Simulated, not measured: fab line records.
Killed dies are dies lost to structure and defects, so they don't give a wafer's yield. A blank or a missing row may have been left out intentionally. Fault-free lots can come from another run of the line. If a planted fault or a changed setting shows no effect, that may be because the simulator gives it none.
fab line records	flow nand_harc
record: lots: 5	wafers: 15	last_day: 31
route steps=1302 shown P_CONTACT@248 P_M0@253 END@1302
lots with no fault: from the same line, run without faults
start_h: hours from the record's opening day to when the first of the lot's shown wafers began	wait_h: hours from the lot's prior step to this one	" unchanged from the row above	L1.1+2: a single row standing in for several wafers	- either no value or no given start	* or withheld: withheld	< > ~ a bound
route shown NAME@n: NAME is a module with steps in the file, n the number in the route of the first one	usual: mean and standard deviation over wafers with no fault	same: alike in all rows	chamber/n: place in a boat	sites: the reading at each site	_std_site: standard deviation across them	_edge_site: outer sites' mean less inner sites'	radius_mm: for every site, how far away it sits from the centre of the wafer	mask NAME#n: copy n	behind: tool/chamber where the wafer was last shaped	hold: why the lot was held/for how many hours/how that ended	device: which transistor (n, p or np) failed to switch	end of line: tests of these same wafers at the route's end	for a step that has no rows: nothing shown but its recipe	killed: the dies lost at the first sort to structure and to defects; this is not the yield of the wafer	map: a wafer's dies, marking killed ones x, the rest . and places with no die _
set.NAME: setting as actually run; set.NAME@STEP: the setting as run at that earlier step	model.NAME: the simulator's own value behind a step, which no gauge read
lots at some steps of the route; a table a step, a row a wafer
services: when a tool's chamber went out of use (start_h, in hours from the record's first day, below 0 if earlier), for how many hours, and the reason
== steps ==
step: NHARC_P_CONTACT_CVD_23
recipe: target_thk_a: 2000	temp_c: 300	pressure_torr: 40	wf6_flow_sccm: 40	h2_flow_sccm: 1600	ar_flow_sccm: 1560	time_s: 557	material: W
usual: chamber_pressure_Torr: 39.99/0.083	heater_power_w: 460/31	throttle_valve_pct: 7.73/0.29
lot.wafer	tool	chamber	start_h	wait_h	chamber_pressure_Torr	heater_power_w	throttle_valve_pct
L698.1	cvd_w-02	1	-	-	39.68	421	7.57
L698.3	"	0	"	"	39.88	447	7.54
L698.4	"	1	"	"	39.93	416	7.56
L701.4	cvd_w-02	1	-	-	39.87	429	7.73
L701.6	"	0	"	"	39.94	460	7.67
L701.5	"	1	"	"	39.98	427	7.95
L704.1	cvd_w-01	1	-	-	40.08	522	8.19
L704.3	"	0	"	"	40.05	460	6.96
L704.6	"	0	"	"	39.78	451	7.64
L705.3	cvd_w-02	1	-	-	40.17	437	7.96
L705.6	"	0	"	"	39.92	439	7.73
L705.5	"	1	"	"	40.24	423	7.72
L713.2	cvd_w-01	1	-	-	39.95	530	8.14
L713.3	"	0	"	"	39.93	447	7.71
L713.5	"	1	"	"	40.00	508	8.30
step: NHARC_P_CONTACT_CMP_24
recipe: t_overpolish_s: 30	target_thk_nm: 200
usual: motor_current_A: 12.0/1.2	overpolish_run_s: 30.000/0.0085	retaining_ring_pressure_frac: 1.000/0.0049	time_to_endpoint_s: 39.3/2.3
lot.wafer	tool	chamber	start_h	wait_h	motor_current_A	overpolish_run_s	retaining_ring_pressure_frac	time_to_endpoint_s
L698.4	cmp-03	1	148.07	0.3	10.8	30.006	1.002	38.7
L698.1	"	2	"	"	13.5	29.989	1.000	35.9
L698.3	"	3	"	"	11.0	30.002	1.003	38.1
L701.4	cmp-03	0	179.45	0.4	12.9	29.994	0.995	38.6
L701.5	"	1	"	"	10.6	29.996	1.000	38.9
L701.6	"	2	"	"	13.1	29.992	0.982	36.2
L704.3	cmp-01	3	209.00	0.3	13.7	29.997	0.991	39.1
L704.1	"	0	"	"	13.4	30.011	1.002	39.7
L704.6	"	3	"	"	13.7	29.985	1.000	39.4
L705.3	cmp-03	2	217.97	0.4	13.8	29.999	1.003	37.5
L705.6	"	3	"	"	10.9	30.012	1.006	40.4
L705.5	"	0	"	"	13.0	30.006	1.005	41.3
L713.2	cmp-03	3	304.62	0.6	11.5	30.004	1.004	39.6
L713.3	"	0	"	"	13.0	29.998	1.006	38.2
L713.5	"	2	"	"	12.7	29.997	0.998	37.4
step: NHARC_P_CONTACT_SRD_26
step: NHARC_P_CONTACT_INSPECT_27
usual: raw_defect_count: 315/140
lot.wafer	tool	chamber	start_h	wait_h	raw_defect_count
L698.1	defect_inspect-02	-	148.44	0.1	353
L698.3	"	-	"	"	193
L698.4	"	-	"	"	184
L701.4	defect_inspect-02	-	179.78	0.1	262
L701.5	"	-	"	"	208
L701.6	"	-	"	"	454
L704.1	defect_inspect-01	-	209.40	0.1	341
L704.3	"	-	"	"	183
L704.6	"	-	"	"	251
L705.3	defect_inspect-02	-	218.30	0.1	185
L705.5	"	-	"	"	211
L705.6	"	-	"	"	363
L713.2	defect_inspect-01	-	304.98	0.1	335
L713.3	"	-	"	"	286
L713.5	"	-	"	"	233
step: NHARC_P_M0_DEP_00
recipe: target_thk_a: 1500	target_thk_nm: 150	temp_c: withheld	pressure_torr: 5	flow_sccm: 200	rf_w: 600	material: SiOC
step: NHARC_P_M0_DEHYDRATE_01
recipe: temp_c: 150	time_s: 120
step: NHARC_P_M0_HMDS_02
recipe: time_s: 30
step: NHARC_P_M0_COAT_33
recipe: temp_c: 200	time_s: 65
step: NHARC_P_M0_COAT_03
recipe: spin_rpm: 1500	resist_thk_nm: 90
step: NHARC_P_M0_SOFTBAKE_04
recipe: temp_c: 105	time_s: 55
step: NHARC_P_M0_EBR_05
step: NHARC_P_M0_EXPOSE_06
recipe: na: 1.35	target_cd_nm: 90	dose_mj: 81.28	mask_id: P_M0
usual: exposure_dose_mJ_cm2: 81.18/0.099
lot.wafer	tool	chamber	start_h	wait_h	mask	exposure_dose_mJ_cm2
L698.1	arfi_scanner-02	0	149.08	-	P_M0#0	81.31
L698.3	"	0	"	"	P_M0#0	81.25
L698.4	"	0	"	"	P_M0#0	81.28
L701.4	arfi_scanner-01	0	180.55	-	P_M0#0	81.23
L701.5	"	0	"	"	P_M0#0	81.26
L701.6	"	0	"	"	P_M0#0	81.32
L704.1	arfi_scanner-01	0	210.04	-	P_M0#0	81.15
L704.3	"	0	"	"	P_M0#0	81.15
L704.6	"	0	"	"	P_M0#0	81.16
L705.3	arfi_scanner-02	0	219.07	-	P_M0#0	81.10
L705.5	"	0	"	"	P_M0#0	81.20
L705.6	"	0	"	"	P_M0#0	81.13
L713.2	arfi_scanner-01	0	305.62	-	P_M0#0	81.63
L713.3	"	0	"	"	P_M0#0	81.62
L713.5	"	0	"	"	P_M0#0	81.66
step: NHARC_P_M0_PEB_07
recipe: peb_temp_c: 100	peb_time_s: 65
step: NHARC_P_M0_DEVELOP_08
recipe: develop_time_s: 35	dev_temp_c: 23
step: NHARC_P_M0_CD_MEAS_09
recipe: target_cd_nm: 90	landing_energy_ev: 500
usual: cd_nm: 89.9/0.58
lot.wafer	tool	chamber	start_h	wait_h	cd_nm
L698.1	cd_sem-03	0	149.22	-	89.6
L698.3	"	0	"	"	89.3
L698.4	"	0	"	"	89.7
L701.4	cd_sem-03	0	180.69	-	90.1
L701.5	"	0	"	"	90.0
L701.6	"	0	"	"	89.3
L704.1	cd_sem-02	0	210.18	-	90.6
L704.3	"	0	"	"	90.0
L704.6	"	0	"	"	90.0
L705.3	cd_sem-03	0	219.21	-	89.9
L705.5	"	0	"	"	90.7
L705.6	"	0	"	"	90.2
L713.2	cd_sem-02	0	305.76	-	87.8
L713.3	"	0	"	"	88.4
L713.5	"	0	"	"	87.5
step: NHARC_P_M0_OVL_MEAS_10
recipe: pitch_nm: 180
usual: overlay_x_nm: 0.2/0.8	overlay_y_nm: -0.1/0.84
lot.wafer	tool	chamber	start_h	wait_h	overlay_x_nm	overlay_y_nm
L698.1	overlay-01	-	149.31	-	0.5	1.6
L698.3	"	-	"	"	0.2	0.9
L698.4	"	-	"	"	-0.4	1.4
L701.4	overlay-02	-	180.77	-	-0.6	-0.3
L701.5	"	-	"	"	-0.6	-0.7
L701.6	"	-	"	"	-0.5	-0.1
L704.1	overlay-01	-	210.27	-	1.3	1.0
L704.3	"	-	"	"	1.4	0.4
L704.6	"	-	"	"	1.4	0.9
L705.3	overlay-01	-	219.29	-	0.1	-0.3
L705.5	"	-	"	"	0.1	-0.7
L705.6	"	-	"	"	0.1	-0.6
L713.2	overlay-01	-	305.84	-	-1.5	-0.2
L713.3	"	-	"	"	-0.9	0.6
L713.5	"	-	"	"	-0.5	0.0
step: NHARC_P_M0_INSPECT_11
usual: raw_defect_count: 4.0/2.4
lot.wafer	tool	chamber	start_h	wait_h	raw_defect_count
L698.1	defect_inspect-01	-	149.34	0.0	6
L698.3	"	-	"	"	3
L698.4	"	-	"	"	4
L701.4	defect_inspect-01	-	180.80	0.0	6
L701.5	"	-	"	"	4
L701.6	"	-	"	"	4
L704.1	defect_inspect-01	-	210.31	0.0	11
L704.3	"	-	"	"	9
L704.6	"	-	"	"	6
L705.3	defect_inspect-02	-	219.33	0.0	7
L705.5	"	-	"	"	4
L705.6	"	-	"	"	5
L713.2	defect_inspect-01	-	305.88	0.0	8
L713.3	"	-	"	"	8
L713.5	"	-	"	"	3
step: NHARC_P_M0_DESCUM_14
recipe: time_s: 3	o2_flow_sccm: 200	ar_flow_sccm: 0	bias_power_w: 0	chemistry: O2
usual: drypump_motor_current_A: 5.9/0.4	oes_product_au: 1.002/0.0081	rf_vpp_V: 57.8/0.9	showerhead_plenum_p_Torr: 1.96/0.062	throttle_valve_pct: 11.311/0.0094
lot.wafer	tool	chamber	start_h	wait_h	drypump_motor_current_A	oes_product_au	rf_hours_counter_h	rf_vpp_V	showerhead_plenum_p_Torr	throttle_valve_pct	model.P_M0.cd_nm
L698.4	rie_diel-07	2	149.40	0.1	6.1	0.997	2	58.2	1.96	11.318	89.83
L698.3	"	3	"	"	5.6	1.001	2	58.5	2.03	11.328	89.29
L698.1	"	0	"	"	6.3	1.019	2	56.9	1.84	11.313	89.81
L701.4	rie_diel-07	0	180.86	0.1	6.3	1.011	6	57.8	1.84	11.302	89.88
L701.6	"	0	"	"	6.3	0.992	-	57.3	1.84	11.307	89.51
L701.5	"	1	"	"	5.9	1.006	-	58.4	2.01	11.319	89.88
L704.3	rie_diel-07	2	210.37	0.1	6.1	1.015	12	57.5	1.96	11.313	90.24
L704.1	"	1	"	"	5.9	1.017	11	56.6	2.00	11.317	90.36
L704.6	"	3	"	"	5.6	0.992	-	57.3	2.03	11.317	90.1
L705.3	rie_diel-11	1	219.41	0.1	6.2	1.009	42	58.0	2.01	11.323	89.79
L705.5	"	2	"	"	6.1	1.022	-	57.3	1.98	11.317	90.68
L705.6	"	3	"	"	5.0	1.007	-	58.7	1.91	11.318	90.4
L713.3	rie_diel-11	2	305.94	0.1	6.1	1.002	12	57.7	1.97	11.308	88.68
L713.2	"	3	"	"	5.0	1.006	14	58.9	1.91	11.323	88.22
L713.5	"	2	"	"	6.1	0.996	-	56.8	1.97	11.298	87.8
step: NHARC_P_M0_ETCH_34
recipe: target_depth_a: 400	overetch_a: 120	time_s: 43.94	ion_energy_ev: 200	n2_flow_sccm: 150	h2_flow_sccm: 150	ar_flow_sccm: 0	rf_w: 400	bias_w: 150	chemistry: N2/H2
usual: bias_w: 150.0/0.48	drypump_motor_current_A: 5.9/0.39	h2_flow_sccm: 150.0/0.44	oes_product_au: 1.001/0.007	rf_vpp_V: 431.9/2.2	showerhead_plenum_p_Torr: 2.09/0.07	throttle_valve_pct: 14.170/0.0089
lot.wafer	tool	chamber	start_h	wait_h	bias_w	drypump_motor_current_A	h2_flow_sccm	oes_product_au	rf_hours_counter_h	rf_vpp_V	showerhead_plenum_p_Torr	throttle_valve_pct
L698.4	rie_diel-07	1	149.49	0.1	149.4	5.9	150.0	1.011	2	431.7	2.14	14.184
L698.1	"	3	"	"	149.8	5.6	150.6	0.997	2	434.0	2.17	14.156
L698.3	"	0	"	"	150.3	6.3	150.3	0.989	2	429.6	1.96	14.177
L701.4	rie_diel-07	1	180.95	0.1	151.3	5.9	149.6	1.011	6	434.2	2.14	14.161
L701.5	"	0	"	"	148.9	6.3	149.6	0.998	-	428.4	1.96	14.172
L701.6	"	1	"	"	150.3	5.9	149.5	1.009	-	433.5	2.14	14.177
L704.1	rie_diel-07	1	210.56	0.2	149.9	5.9	149.3	1.008	11	433.1	2.14	14.156
L704.3	"	3	"	"	149.0	5.6	149.1	1.003	11	433.4	2.17	14.162
L704.6	"	2	"	"	150.5	6.0	150.3	1.011	-	430.7	2.09	14.185
L705.3	rie_diel-11	2	219.59	0.2	150.4	6.1	150.5	1.014	41	432.7	2.11	14.152
L705.5	"	3	"	"	150.2	5.0	150.1	1.008	-	430.8	2.04	14.163
L705.6	"	0	"	"	151.0	6.4	149.8	1.004	-	432.9	2.13	14.168
L713.3	rie_diel-11	3	306.04	0.1	150.0	5.0	149.2	0.992	14	431.0	2.03	14.168
L713.2	"	0	"	"	149.8	6.3	150.3	0.997	14	434.8	2.12	14.164
L713.5	"	1	"	"	150.0	6.2	149.6	0.997	-	433.2	2.14	14.165
step: NHARC_P_M0_ETCH_15
recipe: target_depth_a: 1500	overetch_a: 150	time_s: 82.5	c4f8_flow_sccm: withheld	ar_flow_sccm: 400	rf_w: 600	bias_w: 300	chemistry: C4F8/Ar
usual: bias_w: 299.9/0.84	oes_product_au: 0.956/0.021	rf_vpp_V: 442.1/2.2
lot.wafer	tool	chamber	start_h	wait_h	bias_w	oes_product_au	rf_hours_counter_h	rf_vpp_V	model.P_M0.cd_nm
L698.1	rie_diel-07	2	-	-	300.1	0.962	3	443.0	89.97
L698.3	"	0	"	"	299.8	0.973	2	439.4	89.14
L698.4	"	1	"	"	299.9	0.993	2	442.8	89.82
L701.4	rie_diel-07	0	-	-	301.2	0.949	6	436.9	90.03
L701.5	"	1	"	"	301.5	0.953	-	443.5	89.94
L701.6	"	2	"	"	300.6	0.961	-	442.6	89.69
L704.3	rie_diel-07	1	-	-	298.9	0.952	11	444.3	90.16
L704.1	"	3	"	"	300.0	0.941	11	443.0	90.53
L704.6	"	1	"	"	300.7	0.954	-	444.1	90.1
L705.3	rie_diel-11	1	-	-	299.3	0.932	43	443.2	89.87
L705.6	"	3	"	"	299.7	0.932	-	440.1	90.49
L705.5	"	0	"	"	300.7	0.937	-	442.5	90.25
L713.3	rie_diel-11	2	-	-	299.4	0.962	12	441.0	88.3
L713.2	"	3	"	"	298.4	0.963	14	440.1	88.18
L713.5	"	1	"	"	300.3	0.970	-	444.0	87.77
step: NHARC_P_M0_CD_MEAS_16
usual: cd_nm: 90.0/0.64
lot.wafer	tool	chamber	start_h	wait_h	cd_nm
L698.1	cd_sem-02	-	149.70	-	90.2
L698.3	"	-	"	"	89.1
L698.4	"	-	"	"	89.7
L701.4	cd_sem-03	-	181.17	-	90.2
L701.5	"	-	"	"	89.9
L701.6	"	-	"	"	89.8
L704.1	cd_sem-01	-	210.77	-	90.2
L704.3	"	-	"	"	90.4
L704.6	"	-	"	"	89.8
L705.3	cd_sem-03	-	219.79	-	90.1
L705.5	"	-	"	"	90.1
L705.6	"	-	"	"	90.4
L713.2	cd_sem-02	-	306.25	-	88.1
L713.3	"	-	"	"	88.1
L713.5	"	-	"	"	87.8
step: NHARC_END_SORT_01
recipe: temp_c: 25
usual: defect_limited_yield: 90.8/2.2	killed_at_array: 58/15	killed_at_other: 0.8/1.2	killed_at_periphery: 3.5/2.5	killed_dies: 62/15	killed_open: 3.2/1.7	killed_short: 2.4/1.5
same: gross_dies: 677
lot.wafer	tool	chamber	start_h	wait_h	defect_limited_yield[%]	killed_at_array	killed_at_other	killed_at_periphery	killed_dies	killed_open	killed_short
L704.1	prober-01	0	638.96	2.5	90.1	59	0	8	67	3	5
L704.3	prober-01	0	640.57	3.1	90.0	57	0	11	68	1	2
L704.6	prober-01	0	642.98	4.0	91.3	50	2	7	59	2	2
killed by level:class
L704.1 A_SLIT:chamber_film_flake=30 A_CHANNEL_HOLE_D2:chamber_film_flake=9 P_M1:chamber_film_flake=5 A_STAIRCASE:chamber_film_flake=5 A_CONTACT:chamber_film_flake=3 A_ONON_D1:geometric_particle:short=2 A_CHANNEL_FILL_D1:geometric_particle:short=2 P_GATE:chamber_film_flake=2
L704.3 A_SLIT:chamber_film_flake=29 A_CHANNEL_HOLE_D2:chamber_film_flake=13 P_M1:chamber_film_flake=6 A_STAIRCASE:chamber_film_flake=4 P_GATE:chamber_film_flake=3 A_CONTACT:chamber_film_flake=3 A_CHANNEL_FILL_D2:geometric_particle:short=2 P_ZERO_WELL:chamber_film_flake=2
L704.6 A_SLIT:chamber_film_flake=23 A_CHANNEL_HOLE_D2:chamber_film_flake=11 A_STAIRCASE:chamber_film_flake=8 P_M1:chamber_film_flake=4 P_GATE:chamber_film_flake=2 THIN_TSV:chamber_film_flake=2 A_CHANNEL_FILL_D1:chamber_film_flake=1 A_CHANNEL_FILL_D1:geometric_particle:short=1
== services ==
tool	chamber	start_h	hours	kind
rie_diel-07	0	126.31	-	clean
rie_diel-07	0	126.31	-	consumable_replace:focus_ring
rie_diel-07	1	126.31	-	clean
rie_diel-07	2	126.31	-	clean
rie_diel-07	3	126.31	-	clean
rie_diel-07	0	150.82	-	clean
rie_diel-07	1	150.82	-	clean
rie_diel-07	2	150.82	-	clean
rie_diel-07	3	150.82	-	clean
cmp-03	-	162.84	4.0	pm
arfi_scanner-02	-	173.68	4.0	pm
rie_diel-07	0	175.32	-	clean
cvd_w-01	-	185.00	13.0	pm
cmp-01	-	187.55	4.0	pm
cmp-03	-	189.13	4.5	repair
cvd_w-02	0	196.89	11.4	repair
arfi_scanner-01	-	252.00	4.0	pm
rie_diel-11	-	255.51	9.0	pm
cmp-03	-	260.84	4.0	pm
cvd_w-02	-	269.10	13.0	pm
rie_diel-07	-	284.00	0.4	repair
cmp-01	-	285.55	4.0	pm
cvd_w-01	-	293.72	1.6	repair
rie_diel-07	-	294.31	9.0	pm
== key ==
first_sign: step: NHARC_P_M0_EXPOSE_06	reading: exposure_dose_mJ_cm2	direction: up	sigmas: 4.6	usual: 81.18	struck: 81.64
effect: step: NHARC_P_M0_CD_MEAS_09	reading: cd_nm	direction: down	sigmas: 3.5	usual: 89.9	struck: 87.9	through: control_loop
effect: step: NHARC_P_M0_CD_MEAS_16	reading: cd_nm	direction: down	sigmas: 3.1	usual: 90.0	struck: 88.0	through: control_loop
model_effect: step: NHARC_P_M0_DESCUM_14	value: P_M0.cd_nm	without: 89.68	struck: 88.23
model_effect: step: NHARC_P_M0_ETCH_15	value: P_M0.cd_nm	without: 89.53	struck: 88.08
met_at NHARC_P_M0_EXPOSE_06
struck_wafers L713.2,L713.3,L713.5
loop_trim: step: NHARC_P_M0_EXPOSE_06	setting: dose	lots: L713
onset_between 210.04 305.62
fault: kind: process_parameter_drift	tool: arfi_scanner-01	chamber: -	onset_h: 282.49	steps: NHARC_P_M0_EXPOSE_06	channel: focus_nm	offset: 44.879	spread_by_wafer: 0.3	shape: step	end_h: 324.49
loop_trim: a control loop set the setting to another value than it would have without faults
